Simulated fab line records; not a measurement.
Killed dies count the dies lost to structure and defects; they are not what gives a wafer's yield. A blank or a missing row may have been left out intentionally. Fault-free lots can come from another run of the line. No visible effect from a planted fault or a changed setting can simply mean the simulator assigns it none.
fab line records | flow n5-finfet
[record] lots = 11 wafers = 33 last-day = 18
route steps=1938 shown MOL_CONTACT_COAG@624 BEOL_M0_SAQP@640 BEOL_M4@1111
lots untouched by any fault: they come from a run of this same line in which no faults occurred
start-h: the number of hours between the record's first day and the start of the first shown wafer of the lot | wait-h: hours from the lot's prior step to this one | " same as the row above | L1.1+2: a single row standing in for several wafers | - value missing, or start not given | * or withheld: withheld | < > ~ a bound
route shown NAME@n: NAME is a module with steps in the file, n the number in the route of the first one | usual: mean/standard deviation of fault-free wafers | same: alike in all rows | chamber/n: place in a boat | sites: per-site readings | _std_site: how widely they spread, as a standard deviation | _edge_site: mean of outer sites minus mean of inner sites | radius-mm: how far each site lies from the wafer's centre | mask NAME#n: copy n | behind: tool/chamber where the wafer was last shaped | hold: what put the lot on hold/how long, in hours/how the hold closed | device: names the non-switching transistor (n, p or np) | end of line: tests of these same wafers at the route's end | for a step that has no rows: nothing shown but its recipe | killed: count of dies lost to structure and defects at first sort (not the wafer's yield) | map: per-die view of a wafer (x killed, . not killed, _ where there is no die)
set.NAME: the run value of the setting; set.NAME@STEP: its run value at that earlier step | model.NAME: the simulator's own value behind a step, which no gauge read
route steps across a sampled set of lots; one table per step, one row per wafer
services: the hour from which a tool's chamber was out of use, counted from the record's first day as start-h (under 0 if before that day), plus the number of hours and why
[[steps]]
[step N5_MOL_CONTACT_COAG_CVD_140]
[recipe] material = W target-thk-a = 665 mode = selective-fill temp-c = 300 time-s = 215
[usual] heater-power-w = 470/39
// columns lot.wafer tool chamber start-h wait-h heater-power-w
L731.3 cvd-w-01 0 101.67 0.1 417
L731.4 " 1 " " 433
L731.5 " 1 " " 423
L733.1 cvd-w-02 1 125.08 0.1 496
L733.4 " 1 " " 497
L733.6 " 0 " " 502
L734.3 cvd-w-02 1 136.38 0.1 501
L734.5 " 0 " " 498
L734.6 " 1 " " 479
L735.1 cvd-w-02 0 137.82 0.1 504
L735.2 " 1 " " 486
L735.5 " 0 " " 511
L737.3 cvd-w-02 1 141.87 0.1 492
L737.4 " 0 " " 523
L737.5 " 0 " " 510
L738.1 cvd-w-02 0 144.81 0.1 513
L738.5 " 1 " " 484
L738.6 " 0 " " 504
L745.1 cvd-w-02 0 195.07 0.1 502
L745.3 " 0 " " 530
L745.4 " 1 " " 492
L746.1 cvd-w-01 0 196.42 0.1 414
L746.4 " 0 " " 412
L746.5 " 0 " " 419
L749.2 cvd-w-01 1 211.05 0.1 441
L749.3 " 1 " " 429
L749.4 " 0 " " 422
L754.1 cvd-w-01 1 239.21 0.1 423
L754.3 " 1 " " 438
L754.5 " 0 " " 424
L753.1 cvd-w-01 0 241.96 0.1 432
L753.3 " 0 " " 409
L753.5 " 0 " " 427
[step N5_MOL_CONTACT_COAG_INSPECT_97]
[recipe] inspect-instrument = darkfield mode = post-anneal
[usual] raw-defect-count = 43/18
// columns lot.wafer tool chamber start-h wait-h raw-defect-count
L731.3 defect-inspect-02 - 108.10 0.1 51
L731.4 " - " " 58
L731.5 " - " " 93
L733.1 defect-inspect-01 - 128.75 0.0 21
L733.4 " - " " 33
L733.6 " - " " 44
L734.3 defect-inspect-01 - 140.00 0.1 52
L734.5 " - " " 63
L734.6 " - " " 62
L735.1 defect-inspect-01 - 142.96 0.0 20
L735.2 " - " " 36
L735.5 " - " " 58
L737.3 defect-inspect-01 - 146.02 0.1 28
L737.4 " - " " 47
L737.5 " - " " 37
L738.1 defect-inspect-01 - 148.98 0.0 37
L738.5 " - " " 66
L738.6 " - " " 42
L745.1 defect-inspect-01 - 198.76 0.0 30
L745.3 " - " " 49
L745.4 " - " " 56
L746.1 defect-inspect-02 - 201.75 0.0 46
L746.4 " - " " 61
L746.5 " - " " 45
L749.2 defect-inspect-02 - 215.76 0.0 38
L749.3 " - " " 33
L749.4 " - " " 22
L754.1 defect-inspect-01 - 242.89 0.0 29
L754.3 " - " " 13
L754.5 " - " " 25
L753.1 defect-inspect-01 - 245.88 0.0 43
L753.3 " - " " 80
L753.5 " - " " 60
[step N5_BEOL_M0_SAQP_HM_DEP_111]
[recipe] material = SiO2 target-thk-a = 120 temp-c = 400 precursor = SiH4/N2O pressure-torr = 0.75 rf-w = 275 time-s = 7.2
[usual] heater-power-w = 804/97 showerhead-plenum-p-Torr = 8.20/0.11
// columns lot.wafer tool chamber start-h wait-h heater-power-w showerhead-plenum-p-Torr
L731.3 pecvd-04 0 110.25 0.0 899 8.11
L731.4 " 1 " " 668 8.17
L731.5 " 2 " " 807 8.11
L733.1 pecvd-01 1 130.07 0.0 916 8.23
L733.4 " 0 " " 830 8.34
L733.6 " 2 " " 815 8.43
L734.3 pecvd-02 0 142.10 0.0 686 8.12
L734.5 " 1 " " 758 8.16
L734.6 " 2 " " 826 8.17
L735.1 pecvd-04 0 145.55 0.0 943 8.10
L735.2 " 2 " " 674 8.10
L735.5 " 1 " " 662 8.18
L737.3 pecvd-02 0 147.01 0.1 718 8.14
L737.4 " 2 " " 922 8.15
L737.5 " 1 " " 794 8.18
L738.1 pecvd-02 1 151.19 0.0 811 8.18
L738.5 " 1 " " 813 8.19
L738.6 " 2 " " 785 8.15
L745.1 pecvd-02 0 199.85 0.0 737 8.13
L745.3 " 1 " " 797 8.18
L745.4 " 2 " " 794 8.17
L746.1 pecvd-04 0 204.95 0.0 851 8.09
L746.4 " 1 " " 715 8.15
L746.5 " 1 " " 693 8.15
L749.2 pecvd-01 0 217.00 0.0 854 8.34
L749.3 " 1 " " 925 8.26
L749.4 " 0 " " 848 8.36
L754.1 pecvd-04 1 244.56 0.0 718 8.16
L754.3 " 2 " " 729 8.08
L754.5 " 0 " " 1022 8.11
L753.1 pecvd-04 0 248.20 0.0 881 8.09
L753.3 " 1 " " 649 8.16
L753.5 " 1 " " 654 8.17
[step N5_BEOL_M0_SAQP_EXPOSE_11]
[recipe] mask-id = M0_CORE na = 1.35 source-shape = dipole sigma-inner = 0.538 sigma-outer = 0.738 polarization = te target-cd-nm = 42 dose-mj = 55
[usual] exposure-dose-mJ-cm2 = 55.04/0.15
// columns lot.wafer tool chamber start-h wait-h mask exposure-dose-mJ-cm2
L731.3 arfi-scanner-03 0 110.46 - M0_CORE#0 54.82
L731.4 " 0 " " M0_CORE#0 54.90
L731.5 " 0 " " M0_CORE#0 54.84
L733.1 arfi-scanner-03 0 130.38 - M0_CORE#0 54.88
L733.4 " 0 " " M0_CORE#0 54.89
L733.6 " 0 " " M0_CORE#0 54.96
L734.3 arfi-scanner-01 0 142.43 - M0_CORE#0 55.02
L734.5 " 0 " " M0_CORE#0 55.00
L734.6 " 0 " " M0_CORE#0 54.95
L735.1 arfi-scanner-01 0 145.75 - M0_CORE#0 54.96
L735.2 " 0 " " M0_CORE#0 54.85
L735.5 " 0 " " M0_CORE#0 55.00
L737.3 arfi-scanner-03 0 147.33 - M0_CORE#0 54.97
L737.4 " 0 " " M0_CORE#0 55.02
L737.5 " 0 " " M0_CORE#0 55.00
L738.1 arfi-scanner-03 0 151.38 - M0_CORE#0 54.23
L738.5 " 0 " " M0_CORE#0 54.13
L738.6 " 0 " " M0_CORE#0 54.23
L745.1 arfi-scanner-02 0 200.17 - M0_CORE#0 55.22
L745.3 " 0 " " M0_CORE#0 55.27
L745.4 " 0 " " M0_CORE#0 55.32
L746.1 arfi-scanner-01 0 205.30 - M0_CORE#0 55.08
L746.4 " 0 " " M0_CORE#0 55.09
L746.5 " 0 " " M0_CORE#0 55.05
L749.2 arfi-scanner-02 0 217.32 - M0_CORE#0 55.32
L749.3 " 0 " " M0_CORE#0 55.29
L749.4 " 0 " " M0_CORE#0 55.31
L754.1 arfi-scanner-01 0 244.88 - M0_CORE#0 54.91
L754.3 " 0 " " M0_CORE#0 54.88
L754.5 " 0 " " M0_CORE#0 54.89
L753.1 arfi-scanner-01 0 248.39 - M0_CORE#0 55.11
L753.3 " 0 " " M0_CORE#0 55.00
L753.5 " 0 " " M0_CORE#0 55.02
[step N5_BEOL_M4_RC_MEAS_101]
[usual] DIBL_N = 35.8/1.6 DIBL_P = 36.0/1.9 IOFF_N = 0.151/0.029 IOFF_P = 0.21/0.037 ION_N = 673/12 ION_P = 463/7.3 SS_N = 71.5/0.58 SS_P = 73.2/0.61 VT_N = 251/3.3 VT_P = -250/3.3
// columns lot.wafer tool chamber start-h wait-h DIBL_N[mV/V] DIBL_P[mV/V] IOFF_N[nA/um] IOFF_P[nA/um] ION_N[uA/um] ION_P[uA/um] SS_N[mV/dec] SS_P[mV/dec] VT_N[mV] VT_P[mV]
L731.3 prober-02 0 162.23 0.9 35.4 34.9 0.115 0.18 662 461 70.7 72.2 256 -253
L731.4 " 0 " " 36.9 35.9 0.139 0.19 667 463 71.1 72.0 254 -251
L731.5 " 0 " " 38.8 37.9 0.175 0.23 679 462 72.4 73.5 250 -250
L733.1 prober-01 0 186.70 0.0 36.8 36.7 0.151 0.20 668 456 72.1 73.5 253 -252
L733.4 " 0 " " 35.3 34.5 0.128 0.17 657 457 71.0 72.6 254 -253
L733.6 " 0 " " 34.1 33.3 0.108 0.15 652 452 71.1 72.0 257 -253
L734.3 prober-01 0 204.62 0.3 37.9 38.3 0.189 0.27 690 472 71.9 74.3 247 -244
L734.5 " 0 " " 35.4 34.5 0.134 0.20 679 465 71.2 73.4 251 -248
L734.6 " 0 " " 36.3 35.2 0.162 0.22 677 466 70.9 73.4 248 -247
L737.3 prober-02 0 205.15 0.3 36.1 36.8 0.167 0.26 682 469 71.8 73.0 248 -249
L737.4 " 0 " " 37.2 37.7 0.183 0.29 678 469 71.8 73.2 248 -244
L737.5 " 0 " " 37.6 38.2 0.205 0.31 691 478 72.7 73.7 246 -241
L735.1 prober-02 0 208.71 0.0 37.3 36.7 0.142 0.21 666 465 71.2 72.9 252 -248
L735.2 " 0 " " 38.8 38.8 0.179 0.25 688 468 72.3 73.8 249 -248
L735.5 " 0 " " 37.0 36.2 0.137 0.20 660 461 71.1 72.8 255 -251
L738.1 prober-02 0 220.41 0.0 37.0 36.4 0.145 0.19 670 464 72.6 72.2 251 -251
L738.5 " 0 " " 38.3 38.8 0.186 0.23 682 463 72.5 74.0 250 -250
L738.6 " 0 " " 37.5 38.3 0.174 0.21 689 468 72.1 73.4 249 -249
L745.1 prober-02 0 261.04 0.0 38.4 38.4 0.191 0.24 689 473 71.1 73.7 247 -250
L745.3 " 0 " " 37.6 36.6 0.158 0.20 674 455 71.8 73.1 251 -252
L745.4 " 0 " " 35.3 34.5 0.130 0.18 651 448 71.3 73.1 252 -252
L746.1 prober-02 0 276.55 0.0 36.8 38.4 0.179 0.24 691 479 71.9 73.8 248 -248
L746.4 " 0 " " 38.9 39.4 0.191 0.25 688 467 72.7 74.2 248 -246
L746.5 " 0 " " 37.2 39.1 0.189 0.25 680 473 71.8 73.2 246 -246
L749.2 prober-01 0 280.99 0.2 35.1 34.6 0.135 0.18 672 460 70.4 73.1 252 -250
L749.3 " 0 " " 32.9 32.8 0.105 0.17 659 455 70.3 71.8 257 -251
L749.4 " 0 " " 35.9 35.6 0.148 0.20 676 463 70.7 73.5 249 -252
L753.1 prober-02 0 314.20 0.0 38.5 38.6 0.170 0.23 670 464 72.0 73.9 251 -251
L753.3 " 0 " " 35.4 35.1 0.135 0.19 671 456 71.2 72.6 250 -253
L753.5 " 0 " " 36.8 37.2 0.166 0.22 679 461 71.5 73.7 250 -249
L754.1 prober-01 0 314.57 0.0 34.7 35.1 0.136 0.19 671 457 70.9 72.2 252 -252
L754.3 " 0 " " 35.3 36.0 0.142 0.21 664 459 71.9 73.1 252 -251
L754.5 " 0 " " 34.8 35.4 0.128 0.20 660 456 71.4 72.6 254 -253
[[services]]
// columns tool chamber start-h hours kind
pecvd-01 - 80.04 28.1 pm
cvd-w-01 - 82.98 1.6 repair
cvd-w-02 - 91.45 0.8 repair
pecvd-04 1 99.31 8.8 repair
arfi-scanner-01 - 100.56 2.3 repair
arfi-scanner-01 - 104.10 1.3 repair
arfi-scanner-02 - 112.87 1.3 pm
arfi-scanner-03 - 114.17 1.0 pm
arfi-scanner-03 - 122.06 1.3 pm
arfi-scanner-01 - 124.91 1.3 pm
arfi-scanner-01 - 126.21 0.8 pm
pecvd-01 - 139.51 14.6 pm
arfi-scanner-03 - 145.43 0.8 pm
arfi-scanner-02 - 153.63 0.8 pm
arfi-scanner-03 - 163.39 1.5 pm
cvd-w-02 1 169.78 24.1 repair
cvd-w-02 - 192.89 0.5 repair
arfi-scanner-02 - 202.79 1.3 pm
arfi-scanner-01 - 203.27 1.3 pm
arfi-scanner-01 - 210.78 14.0 repair
arfi-scanner-03 - 211.60 1.0 pm
arfi-scanner-03 - 227.96 2.5 repair
cvd-w-02 1 233.73 15.6 repair
arfi-scanner-03 - 247.56 1.3 pm
[[key]]
[first-sign] step = N5_BEOL_M0_SAQP_EXPOSE_11 reading = exposure-dose-mJ-cm2 direction = down sigmas = 5.6 usual = 55.04 struck = 54.20
effect none on later readings
met-at N5_BEOL_M0_SAQP_EXPOSE_11
struck-lots L738
rows-end L738.1,L738.5,L738.6
not-acting-at N5_MOL_CONTACT_COAG_CVD_140,N5_MOL_CONTACT_COAG_INSPECT_97,N5_BEOL_M0_SAQP_HM_DEP_111
onset-between 147.33 151.38
[fault] kind = process-parameter-drift tool = arfi-scanner-03 chamber = - onset-h = 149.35 steps = N5_BEOL_M0_SAQP_EXPOSE_11 channel = dose-mj offset = -0.79564 shape = step acts-in = these-recipes-only stated = 55
// rows-end: these wafers met a further fault down the route, and their rows from its step on are left out
